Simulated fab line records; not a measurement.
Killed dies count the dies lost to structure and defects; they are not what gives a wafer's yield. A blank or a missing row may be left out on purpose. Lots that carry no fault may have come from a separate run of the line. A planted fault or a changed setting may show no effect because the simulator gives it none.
Chamber matching ; flow nandHarc ; NHARC_P_M1_ETCH_35 on rieDiel-03: 4 sister chambers
The step etches the open film in N2/H2, target depth 40 nm, overetch 12 nm, time 43.94 s. 20 wafers are shown with their chamber, then 10 later ones without.

== WAFERS, EACH WITH ITS CHAMBER ==
wafer;chamber;drypumpMotorCurrentA (A);rfVppV (V);oesProductAu (a.u.)
L074.1;2;6.6;429.9;0.999
L074.4;0;5.7;433.3;1.008
L074.6;2;6.6;431.7;0.997
L078.2;3;5.4;431.9;0.998
L078.5;2;6.6;431.1;0.999
L078.6;3;5.4;432.8;1.005
L077.1;2;6.6;431.1;0.995
L077.2;0;5.7;433.2;1.021
L077.5;2;6.6;430.0;0.992
L081.2;1;5.9;428.3;0.990
L081.3;0;5.7;432.5;1.015
L081.6;1;5.9;430.5;0.991
L080.3;3;5.5;432.5;1.004
L080.4;1;6.0;427.1;0.995
L080.6;3;5.5;434.5;1.005
L083.1;3;5.4;431.2;1.012
L083.2;0;5.7;433.8;1.015
L083.6;1;5.9;429.4;1.008
L087.1;2;6.6;429.4;0.989
L087.3;3;5.4;431.3;1.007

SIGNATURES (means of the wafers above)
reading;chamber 0;chamber 1;chamber 2;chamber 3;scatter within a chamber
drypumpMotorCurrentA;5.700;5.925;6.600;5.433;0.0361
rfVppV;433.200;428.825;430.533;432.367;1.08
oesProductAu;1.01475;0.99600;0.99517;1.00517;0.00545
Rule: distance of a wafer from a chamber = root of the sum over the readings of ((wafer's reading minus chamber's mean) / reading's scatter) squared. If the next closest chamber is less than 2 further off than the closest, the wafer can't be placed; otherwise it belongs to the closest. How the scatter is found: for the shown wafers, subtract from each reading the mean of its chamber, square and add these, divide the total by (wafers less chambers), then take the root.

== WAFERS WITH NO CHAMBER GIVEN ==
wafer;drypumpMotorCurrentA (A);rfVppV (V);oesProductAu (a.u.)
L087.4;5.7;433.0;1.015
L088.1;5.5;432.2;1.015
L088.3;6.6;429.8;1.004
L088.4;5.7;433.8;1.017
L094.1;5.7;432.1;1.017
L094.2;5.4;432.2;0.985
L094.5;5.7;433.3;1.008
L097.1;5.4;434.0;0.976
L097.3;5.7;431.9;1.025
L097.6;6.0;429.9;1.009

== CHAMBER TAKEN BY EACH ==
wafer;from the rows above;in truth
L087.4;0;0
L088.1;3;3
L088.3;2;2
L088.4;0;0
L094.1;0;0
L094.2;3;3
L094.5;0;0
L097.1;3;3
L097.3;0;0
L097.6;1;1
Correct placement for 10 of the 10. Not placeable from these rows: 0. Wrongly placed: 0.
